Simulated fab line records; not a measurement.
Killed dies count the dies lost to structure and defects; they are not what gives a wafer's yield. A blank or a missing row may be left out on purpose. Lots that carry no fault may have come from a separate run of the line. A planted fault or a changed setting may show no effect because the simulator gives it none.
Chamber matching | flow n5Finfet | N5_SD_EPI_N_ETCH_34 on rieDiel-01: 4 sister chambers
The step etches SiARC in CF4, target depth 45.5 nm, time 75.8 s. 14 wafers are shown with their chamber, then 7 later ones without.

## EACH WAFER AND ITS CHAMBER
wafer  | chamber | showerheadPlenumPTorr (Torr) | drypumpMotorCurrentA (A) | etchRfOnTimeS (s)
L074.3 | 0       | 2.12                         | 6.1                      | 78.7
L074.4 | 2       | 2.05                         | 6.0                      | 72.4
L074.5 | 2       | 2.05                         | 6.0                      | 72.3
L077.1 | 2       | 2.05                         | 6.0                      | 73.2
L077.4 | 0       | 2.12                         | 6.1                      | 78.4
L077.5 | 0       | 2.12                         | 6.1                      | 79.0
L079.1 | 1       | 2.24                         | 5.8                      | 75.9
L079.2 | 0       | 2.12                         | 6.1                      | 78.0
L079.3 | 2       | 2.05                         | 6.0                      | 72.3
L081.2 | 0       | 2.12                         | 6.1                      | 78.7
L081.4 | 3       | 2.17                         | 5.2                      | 72.4
L081.5 | 0       | 2.12                         | 6.1                      | 79.2
L090.1 | 0       | 2.11                         | 6.1                      | 76.5
L090.2 | 1       | 2.23                         | 5.7                      | 76.1

SIGNATURES, as means of the wafers listed above
reading               | chamber 0 | chamber 1 | chamber 2 | chamber 3 | scatter within a chamber
showerheadPlenumPTorr | 2.1186    | 2.2350    | 2.0500    | 2.1700    | 0.00368
drypumpMotorCurrentA  | 6.100     | 5.750     | 6.000     | 5.200     | 0.0224
etchRfOnTimeS         | 78.357    | 76.000    | 72.550    | 72.400    | 0.743
Rule: a wafer lies at a distance from a chamber equal to the root of the sum of squares, over the readings, of (its reading less the chamber's mean, divided by the reading's scatter). If the next closest chamber is less than 2 further off than the closest, the wafer can't be placed; otherwise it belongs to the closest. The scatter: the root of (the sum of the squares of (reading less its chamber's mean) over the shown wafers, divided by (wafers less chambers)).

## WAFERS WITHOUT THEIR CHAMBER
wafer  | showerheadPlenumPTorr (Torr) | drypumpMotorCurrentA (A) | etchRfOnTimeS (s)
L090.3 | 2.16                         | 5.2                      | 72.5
L092.3 | 2.04                         | 6.0                      | 71.8
L092.4 | 2.23                         | 5.8                      | 76.1
L092.5 | 2.11                         | 6.1                      | 75.7
L097.3 | 2.22                         | 5.8                      | 76.5
L097.5 | 2.03                         | 6.0                      | 72.2
L097.6 | 2.16                         | 5.1                      | 73.2

## WHICH CHAMBER EACH ONE RAN IN
wafer  | from the rows above | in truth
L090.3 | 3                   | 3
L092.3 | 2                   | 2
L092.4 | 1                   | 1
L092.5 | 0                   | 0
L097.3 | 1                   | 1
L097.5 | 2                   | 2
L097.6 | 3                   | 3
Correctly placed: 7 of 7. Left unplaced by these rows: 0. Wrongly placed: 0.
